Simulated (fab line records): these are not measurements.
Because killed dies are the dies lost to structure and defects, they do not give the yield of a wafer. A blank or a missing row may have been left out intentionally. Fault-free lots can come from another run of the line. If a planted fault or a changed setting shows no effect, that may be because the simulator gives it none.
What tool caused it? -- flow nand harc -- 12 lots, 36 wafers sampled, at 6 steps of a route of 1159

== WHAT EACH GAUGE READ, for each wafer ==
NHARC_P_M0_INSPECT_27.
lot,measured,on,raw defect count
L159,day 6 08:13,defect inspect-02,576 451 280
L162,day 6 21:41,defect inspect-02,451 233 180
L160,day 6 22:14,defect inspect-02,541 414 528
L163,day 7 08:08,defect inspect-01,394 236 327
L169,day 8 11:26,defect inspect-01,420 401 205
L167,day 8 12:04,defect inspect-02,278 387 513
L173,day 9 10:48,defect inspect-02,255 141 200
L172,day 9 11:12,defect inspect-02,190 475 205
L174,day 10 06:32,defect inspect-02,180 209 368
L176,day 10 12:55,defect inspect-01,181 249 210
L179,day 11 13:25,defect inspect-01,210 250 284
L181,day 11 13:28,defect inspect-01,296 325 343

NHARC_P_M1_CD_MEAS_09 targets a cd of 130 nm.
lot,measured,on,cd nm (nm)
L159,day 6 09:36,cd sem-03,130.6 128.4 130.4
L162,day 6 23:06,cd sem-03,129.5 129.4 130.3
L160,day 6 23:43,cd sem-01,129.8 129.8 129.6
L163,day 7 09:32,cd sem-01,130.6 130.1 131.0
L169,day 8 12:50,cd sem-02,150.8 151.8 152.3
L167,day 8 13:28,cd sem-03,150.6 150.3 151.7
L173,day 9 12:26,cd sem-03,131.0 129.5 129.9
L172,day 9 12:46,cd sem-03,129.7 130.6 130.1
L174,day 10 07:55,cd sem-01,129.2 131.2 129.9
L176,day 10 14:12,cd sem-01,129.3 129.8 130.6
L179,day 11 14:41,cd sem-03,128.8 130.1 131.0
L181,day 11 14:53,cd sem-03,130.4 130.0 129.6

NHARC_P_M1_OVL_MEAS_10: pitch 260 nm.
lot,measured,on,overlay x nm (nm),overlay y nm (nm)
L159,day 6 09:41,overlay-01,1.2 0.8 0.7,0.8 1.1 0.9
L162,day 6 23:11,overlay-01,0.1 0.1 0.1,0.8 1.3 1.5
L160,day 6 23:48,overlay-01,-0.7 -1.1 -0.7,0.7 0.6 0.1
L163,day 7 09:37,overlay-01,-0.1 -0.3 0.3,0.0 -0.9 0.2
L169,day 8 12:56,overlay-02,1.3 1.1 0.4,1.8 1.5 0.9
L167,day 8 13:33,overlay-01,-0.4 -0.8 -1.1,-0.6 -0.9 -0.5
L173,day 9 12:32,overlay-02,1.2 0.5 0.4,-0.4 -0.3 -0.3
L172,day 9 12:52,overlay-02,-1.1 -0.5 -1.0,-0.8 -0.8 -1.0
L174,day 10 08:00,overlay-01,0.3 0.1 0.4,0.5 0.1 0.2
L176,day 10 14:17,overlay-02,0.6 0.2 0.0,-2.3 -2.1 -2.1
L179,day 11 14:46,overlay-02,-0.4 0.1 -0.1,-1.0 -1.4 -1.0
L181,day 11 14:59,overlay-01,-0.9 -0.5 -1.6,-0.5 -0.5 -0.8

NHARC_P_M1_INSPECT_11.
lot,measured,on,raw defect count
L159,day 6 09:44,defect inspect-02,2 8 5
L162,day 6 23:13,defect inspect-02,4 2 3
L160,day 6 23:50,defect inspect-01,4 2 4
L163,day 7 09:40,defect inspect-02,0 1 2
L169,day 8 12:58,defect inspect-02,4 6 3
L167,day 8 13:35,defect inspect-02,4 5 4
L173,day 9 12:34,defect inspect-02,8 4 4
L172,day 9 12:53,defect inspect-01,4 2 2
L174,day 10 08:02,defect inspect-02,4 10 2
L176,day 10 14:19,defect inspect-01,7 4 4
L179,day 11 14:49,defect inspect-02,5 2 6
L181,day 11 15:01,defect inspect-02,4 8 1

NHARC_END_SORT_01.
lot,measured,on,defect limited yield (%),killed at array,killed at other,killed at periphery,killed dies,killed open,killed short,sort_bin_2_pct (%),sort_bin_3_pct (%),sort_bin_4_pct (%),sort n pass,sort rim yield pct (%),sort yield pct (%)
L159,day 19 15:26,prober-01,95.0 97.0 96.0,29 17 22,2 0 0,3 3 5,34 20 27,4 1 4,5 1 3,1.3 1.3 1.3,0.15 0.15 0.15,3.5 1.5 2.5,643 657 650,93.4 98.1 92.5,95.0 97.0 96.0
L162,day 20 00:14,prober-02,97.9 97.6 97.5,11 11 13,1 2 0,2 3 4,14 16 17,2 0 4,2 2 0,0.3 0.7 0.7,0.15 0 0,1.6 1.6 1.8,663 661 660,97.2 95.3 96.2,97.9 97.6 97.5
L160,day 19 16:14,prober-02,95.1 96.6 96.8,27 21 19,1 1 0,5 1 3,33 23 22,4 3 4,1 1 3,2.2 0.6 1.6,0.30 0 0,2.4 2.8 1.6,644 654 655,95.3 98.1 99.1,95.1 96.6 96.8
L163,day 21 05:05,prober-01,96.6 96.9 95.3,20 21 27,0 0 0,3 0 5,23 21 32,3 3 7,3 2 4,0.6 0.6 1.6,0.30 0 0.44,2.5 2.5 2.7,654 656 645,95.3 100.0 95.3,96.6 96.9 95.3
L169,day 21 12:09,prober-02,92.9 94.4 93.4,43 32 41,0 0 0,5 6 4,48 38 45,5 7 9,4 3 3,1.6 1.9 2.8,0.44 0.59 0,5.0 3.1 3.8,629 639 632,94.3 97.2 95.3,92.9 94.4 93.4
L167,day 22 06:53,prober-01,94.7 95.4 96.8,27 20 20,0 0 0,9 11 2,36 31 22,4 6 2,0 0 1,1.2 1.2 0.7,0.44 0.30 0,3.7 3.1 2.5,641 646 655,90.6 96.2 98.1,94.7 95.4 96.8
L173,day 22 12:19,prober-01,91.6 91.6 91.6,54 52 54,1 2 0,2 3 3,57 57 57,5 2 4,1 2 3,3.0 2.5 3.0,0.59 0.59 0.30,4.9 5.3 5.2,620 620 620,92.5 94.3 94.3,91.6 91.6 91.6
L172,day 22 12:06,prober-02,97.3 98.2 97.0,16 10 15,0 0 0,2 2 5,18 12 20,4 2 7,0 2 3,0.7 0.6 0.6,0 0.15 0,1.9 1.0 2.4,659 665 657,98.1 98.1 96.2,97.3 98.2 97.0
L174,day 23 17:27,prober-02,93.4 92.8 93.9,41 39 36,1 2 1,3 8 4,45 49 41,2 4 3,5 2 0,2.4 2.8 2.1,0.44 0.30 0.15,3.8 4.1 3.8,632 628 636,96.2 96.2 99.1,93.4 92.8 93.9
L176,day 23 17:22,prober-01,96.9 96.3 97.6,15 22 12,1 0 2,5 3 2,21 25 16,4 0 0,2 2 1,0.9 1.0 0.7,0.15 0.15 0,2.1 2.5 1.6,656 652 661,97.2 97.2 98.1,96.9 96.3 97.6
L179,day 24 19:07,prober-01,96.0 96.9 95.7,23 18 24,0 1 2,4 2 3,27 21 29,8 4 5,0 0 0,0.9 0.9 0.9,0.15 0.15 0.15,3.0 2.1 3.2,650 656 648,98.1 95.3 97.2,96.0 96.9 95.7
L181,day 25 08:26,prober-01,93.6 95.3 93.5,41 29 40,0 0 1,2 3 3,43 32 44,2 0 4,1 4 2,1.6 1.2 2.5,0.30 0.59 0.44,4.4 3.0 3.5,634 645 633,97.2 91.5 90.6,93.6 95.3 93.5

== EACH LOT AND THE TOOL THAT RAN IT (in order: tool; ch and the chambers of the sampled wafers; start) ==
lot,NHARC_P_M1_PEB_07
L159,"litho track-04 ch 0, day 6 09:31"
L162,"litho track-06 ch 0, day 6 23:01"
L160,"litho track-01 ch 0, day 6 23:38"
L163,"litho track-04 ch 0, day 7 09:27"
L169,"litho track-04 ch 0, day 8 12:46"
L167,"litho track-04 ch 0, day 8 13:23"
L173,"litho track-06 ch 0, day 9 12:22"
L172,"litho track-06 ch 0, day 9 12:41"
L174,"litho track-01 ch 0, day 10 07:50"
L176,"litho track-06 ch 0, day 10 14:07"
L179,"litho track-01 ch 0, day 11 14:36"
L181,"litho track-06 ch 0, day 11 14:49"
- NHARC_P_M1_PEB_07: peb time 65 s.

== WHAT THE TOOLS THEMSELVES READ (means of the sampled wafers that have a number; where no wafer has one, the mark that the record gives instead) ==
NHARC_P_M1_PEB_07.
lot,tool,heater power total W (W),plate temp C (C)
L159,litho track-04,156.9,100.06
L162,litho track-06,156.4,100.10
L160,litho track-01,157.1,99.97
L163,litho track-04,156.4,100.05
L169,litho track-04,171.8,107.05
L167,litho track-04,171.7,106.99
L173,litho track-06,156.8,100.20
L172,litho track-06,156.4,99.90
L174,litho track-01,156.9,99.82
L176,litho track-06,156.4,100.05
L179,litho track-01,156.9,100.07
L181,litho track-06,156.9,99.86

== THE ANSWER, worked out from the rows above alone ==
Rule: usual is defined by the lots themselves. The widest of any qualifying gaps counts: lots, ordered by their means at a reading, are off when they make up no more than a third of the lots, leave a main group of 4 or more, and stand apart from it by 3 or more times the standard deviation of that group's means. A main group whose means are all the same, to the digits that the tables above print for the reading, isn't used. A lot without any number at a reading at which 4 lots or more have one is off too. The other lots that the step has rows for count as sound. The gauges are gone through in route order, then the tools' own readings, and for those a lot's mean is taken as printed above. At the first step where some lot is off, the reading lying furthest off is the one used; lots without a number count as furthest.
Off: L169, L167, at NHARC_P_M1_CD_MEAS_09 (cd nm). Mean 130.0 nm and standard deviation 0.24 in the main group.
A tool fits if, at a process step before that reading, it ran every lot that is off, and no sound lot after the first of them. The gauges at NHARC_P_M1_CD_MEAS_09 aren't tried: what is off there is off at NHARC_END_SORT_01 too, on other tools, and a gauge's error can't cause that. One fits: litho track-04 at NHARC_P_M1_PEB_07. Its last sound lot is L163 (day 7 09:27), its first lot that is off L169 (day 8 12:46): a fault that began between those two fits.
The tool's own readings at NHARC_P_M1_PEB_07 bear it out: on the lots that are off they differ by more than 5 times the standard deviation of the sound lots' means. heater power total W reads 171.8 W there against 156.7 W on the sound lots; plate temp C reads 107.02 C there against 100.01 C on the sound lots.

== WHAT HAD BEEN PUT IN BY THE SIMULATOR ==
Drift in process parameters on litho track-04 at NHARC_P_M1_PEB_07, starting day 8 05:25. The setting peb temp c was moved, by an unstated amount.
Lots struck among those shown: L169, L167. The rule given above showed the same thing.
